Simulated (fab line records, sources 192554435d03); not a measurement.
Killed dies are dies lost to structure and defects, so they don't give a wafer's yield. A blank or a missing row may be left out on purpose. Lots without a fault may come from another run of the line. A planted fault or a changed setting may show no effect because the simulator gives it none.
Chamber matching | flow n5_finfet | N5_BEOL_M5_PRE_CLEAN_77 on cvd_co-01: 3 sister chambers
The step time 15 s. 18 wafers are shown with their chamber, then 9 later ones without.

WAFERS WITH THEIR CHAMBER
wafer  | chamber | heater_power_w (W)
L079.4 | 1       | 64
L079.5 | 0       | 100
L079.6 | 2       | 97
L078.2 | 0       | 100
L078.4 | 1       | 64
L078.6 | 0       | 102
L080.2 | 2       | 96
L080.5 | 1       | 64
L080.6 | 2       | 98
L084.1 | 0       | 103
L084.5 | 1       | 64
L084.6 | 0       | 102
L086.2 | 0       | 99
L086.3 | 2       | 99
L086.5 | 1       | 64
L093.1 | 1       | 62
L093.3 | 0       | 101
L093.6 | 0       | 103

SIGNATURES (means of the wafers above)
reading        | chamber 0 | chamber 1 | chamber 2 | scatter within a chamber
heater_power_w | 101.25    | 63.67     | 97.50     | 1.26
Rule: a wafer's distance from a chamber is the root of the sum, over the readings, of the square of ((its reading less the chamber's mean) divided by the reading's scatter). The wafer belongs to the nearest chamber; if the next one is less than 2 further off, it can't be placed. The scatter: the root of (the sum of the squares of (reading less its chamber's mean) over the shown wafers, divided by (wafers less chambers)).

WAFERS WITHOUT THEIR CHAMBER
wafer  | heater_power_w (W)
L094.2 | 99
L094.3 | 64
L094.6 | 65
L095.1 | 64
L095.2 | 98
L095.5 | 100
L097.1 | 101
L097.2 | 94
L097.5 | 103

WHICH CHAMBER EACH WENT THROUGH
wafer  | from the rows above     | in truth
L094.2 | can't be placed: 2 or 0 | 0
L094.3 | 1                       | 1
L094.6 | 1                       | 1
L095.1 | 1                       | 1
L095.2 | 2                       | 2
L095.5 | can't be placed: 0 or 2 | 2
L097.1 | 0                       | 0
L097.2 | 2                       | 2
L097.5 | 0                       | 0
Placed correctly: 7 of 9. Can't be placed from these rows: 2 (the true chamber is among the candidates in 2). Placed wrongly: 0.
